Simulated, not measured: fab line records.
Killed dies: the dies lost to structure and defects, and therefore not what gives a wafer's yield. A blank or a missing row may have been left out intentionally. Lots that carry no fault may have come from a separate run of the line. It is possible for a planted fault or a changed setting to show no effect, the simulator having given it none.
Problem report, 8D (eight disciplines) form, completed by code | flow nand_harc | the parts of the form that need people (team, actions taken, sign-off) are left out

== 1. WHAT WENT WRONG ==
killed_dies at NHARC_END_SORT_01 reads a mean of 100 on 6 wafers of 2 lots; wafers without a fault read 32 with a standard deviation of 9. That is +7.6 standard deviations from the usual mean.
First seen on wafer L696.4, day 22 00:27, on prober-02. Wafers with a number at this step in the record: 11, from 4 lots. By rule, "out" or "out of limits" means more than 4 standard deviations away from the usual mean. The rest of the wafers with a number are treated as sound.

== 2. WHAT IT IS; WHAT IT IS NOT ==
question                    | is                           | is not
which readings at this step | killed_dies, killed_at_array | killed_at_other, killed_at_periphery, killed_open, killed_short
which lots                  | L696, L697                   | L699, L702
which wafers of those lots  | all that have a number       | -
read on which gauges        | prober-02                    | -
when                        | from day 22 00:27            | up to then (0 sound wafers); but 5 sound wafers of L699, L702 came after

== 3. WHAT RULES OUT EACH SUSPECT ==
Counting: any tool at a process step up to the reading is kept as a suspect provided that every lot that is out went through it and no sound lot did after the first of them.
- the gauge at NHARC_END_SORT_01: kept. All the wafers that are out were read on prober-02, and no step on other tools shows them out.
- cvd_w-02 at NHARC_A_WL_FILL_CVD_20 (deposits W, target thk 75 nm, time 5064 s): kept. It ran every lot that is out, first L696 (day 18 10:41), and no sound lot after that.
- rie_diel-01 at NHARC_A_BONDPAD_DESCUM_11 (chemistry O2, time 3 s): kept. It ran every lot that is out, first L696 (day 20 15:05), and no sound lot after that.
- rie_diel-01 at NHARC_A_BONDPAD_ETCH_34 (etches the open film in N2/H2, target depth 60 nm, overetch 18 nm, time 65.91 s): kept. It ran every lot that is out, first L696 (day 20 15:10), and no sound lot after that.
Left after counting: cvd_w-02 at NHARC_A_WL_FILL_CVD_20, rie_diel-01 at NHARC_A_BONDPAD_DESCUM_11, rie_diel-01 at NHARC_A_BONDPAD_ETCH_34, prober-02 at NHARC_END_SORT_01.

== 4. THE CAUSE (what the simulator had put in) ==
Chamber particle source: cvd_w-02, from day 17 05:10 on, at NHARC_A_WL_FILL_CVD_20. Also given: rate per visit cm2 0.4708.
Counting leaves 4 suspects; this tool is one of them.

== 5. THE EFFECT CHAIN, in route order ==
Each row: a reading where the mean over the struck wafers with a number is more than 3 standard deviations away from the usual. Scope: only readings with a usual standard deviation given in the record; hours: median across lots of the time from each lot's start at the first step in this table that gives one to its start at this step; sigmas: change in usual standard deviations.
hours | step              | reading         | usual | on struck wafers | change | sigmas
0     | NHARC_END_SORT_01 | killed_at_array | 28    | 97               | +69    | +7.6
0     | NHARC_END_SORT_01 | killed_dies     | 32    | 100              | +68    | +7.6

== 6. WHAT WOULD HAVE CAUGHT IT SOONER ==
In this record the first reading out of limits at a measuring or inspecting step was taken at day 22 00:27, 115 hours after the fault began at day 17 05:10.
No tool reading at NHARC_A_WL_FILL_CVD_20 that has a usual standard deviation in the record was out on any struck wafer, so an alarm limit of 4 standard deviations on those readings would not have fired.
By day 22 00:27, every lot that is out (2) had started NHARC_A_WL_FILL_CVD_20 on cvd_w-02. Holding the tool at that point would not have protected any of them.
